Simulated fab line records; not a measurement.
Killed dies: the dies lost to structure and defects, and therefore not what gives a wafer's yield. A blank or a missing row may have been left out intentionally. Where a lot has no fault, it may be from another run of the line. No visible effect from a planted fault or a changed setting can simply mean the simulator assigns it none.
A struck lot beside a sound one | flow n5_finfet | 26 steps out of a route of 1938
Sound: these wafers, L764.3, L764.4, L764.6. Struck: wafers L774.4, L774.6. (L774.5 of the same lot was not struck and is left out.) The cause comes at the end.
Order at every step that has rows: each side's tool, ch and its chambers, its first start. Under that, the readings that differ: sound wafers | struck wafers | difference of the means | sigmas: that difference in standard deviations of wafers without a fault.
alike: readings with means less than 2 such deviations apart, plus words and numbers identical on both sides. not compared: withheld readings, readings lacking a value on some wafer, bounds such as >300 that could conceal the same value, and numbers that have no deviation in the record and whose values overlap.
Wherever a step has rows on one side only, a row that says differs or no value, or a row with sigmas, the two part there. Numbers that don't overlap but have no deviation are shown without sigmas and don't part them. A reading that every wafer of one side lacks parts them only if that side has two wafers or more.

first, 9 steps without rows for these wafers: N5_SD_EPI_P_DEVELOP_08 (develop time 30 s); N5_SD_EPI_P_DESCUM_14 (chemistry O2, time 7.9 s); N5_SD_EPI_P_ETCH_36 (etches SiARC in CF4, target depth 45.5 nm, time 75.8 s); N5_SD_EPI_P_ETCH_37 (etches SOC in N2/H2, overetch 108 nm, time 486 s); N5_SD_EPI_P_STRIP_38 (strips in N2/H2); N5_SD_EPI_P_ETCHBACK_46 (etches SiNx in CH3F/O2, stops on SiO2, target depth 17.5 nm); N5_SD_EPI_P_ETCH_47 (etches SiOCN in CH3F/O2, target depth 25 nm); N5_SD_EPI_P_ETCH_16 (etches SiO2 in CHF3/O2, target depth 5 nm); N5_SD_EPI_P_STRIP_50 (strips in CHF3/O2).
N5_SD_EPI_P_SD_RECESS_17: chemistry HBr/Cl2/O2, target depth 39.1 nm, bt time 3 s.
  sound on rie_si-05 ch 0,2, day 4 03:55; struck on rie_si-05 ch 0, day 6 11:14
  alike: drypump_motor_current_A, oes_product_au, throttle_valve_pct
  not compared: rf_hours_counter_h
then, 13 steps without rows for these wafers: N5_SD_EPI_P_WET_ETCH_45 (etches SiO2 in dHF, time 10.7 s, target depth 2 nm, rinse time 30 s); N5_SD_EPI_P_STRIP_40 (strips in N2/H2); N5_SD_EPI_P_PRECLEAN_52 (cleans in O3/DIW, time 60 s); N5_SD_EPI_P_SRD_20 (time 30 s); N5_SD_EPI_P_PRECLEAN_51 (cleans in NF3:NH3, afs cycles 1, time 20 s, sublimation time 60 s); N5_SD_EPI_P_VAPOR_ETCH_44 (etches SiGe30 in NF3/Ar, time 3.3 s); N5_SD_EPI_P_EPI_21 (deposits SiGe:B, time 355 s); N5_SD_EPI_P_HM_STRIP_48 (strips SiNx in H3PO4, material SiNx, target depth 3 nm); N5_SD_EPI_P_SRD_49 (time 30 s); N5_SD_EPI_P_PRECLEAN_24 (cleans in O3/DIW, time 45 s); N5_SD_EPI_P_PRECLEAN_32 (cleans in dHF, time 10 s); N5_SD_EPI_P_PRECLEAN_33 (cleans in SC2, time 45 s); N5_SD_EPI_P_SRD_25 (time 30 s).
N5_SD_EPI_P_INSPECT_26: inspects for defects (darkfield).
  sound: defect_inspect-02 at day 4 07:47; struck: defect_inspect-01 at day 6 15:07
  reading          | sound       | struck    | difference | sigmas
  raw_defect_count | 172 180 177 | 1505 1590 | +1371      | +33
then, 1 step without rows for these wafers: N5_SD_ACTIVATION_RTA_00 (time 0 s).
-- the record jumps here: 9 days lie between the struck wafers' starts before and after (it left off in module SD_ACTIVATION and takes up again in module PASSIVATION, whose first step shown is number 1936 of the route) --
N5_PASSIVATION_PROBE_49:
  sound: prober-02 at day 12 14:05; struck: prober-02 at day 15 10:07
  reading             | sound     | struck  | difference | sigmas
  killed_at_front_end | 30 22 46  | 114 105 | +77        | +7
  killed_dies         | 97 96 121 | 170 150 | +55        | +3
  alike: killed_at_M0_to_M3, killed_at_M4_up, killed_at_contacts, killed_at_other, killed_on_rim, killed_open, killed_short

## WHERE THEY PART
Last at N5_PASSIVATION_PROBE_49 as far as this record goes, first at N5_SD_EPI_P_INSPECT_26.

WHY: what the simulator had put in
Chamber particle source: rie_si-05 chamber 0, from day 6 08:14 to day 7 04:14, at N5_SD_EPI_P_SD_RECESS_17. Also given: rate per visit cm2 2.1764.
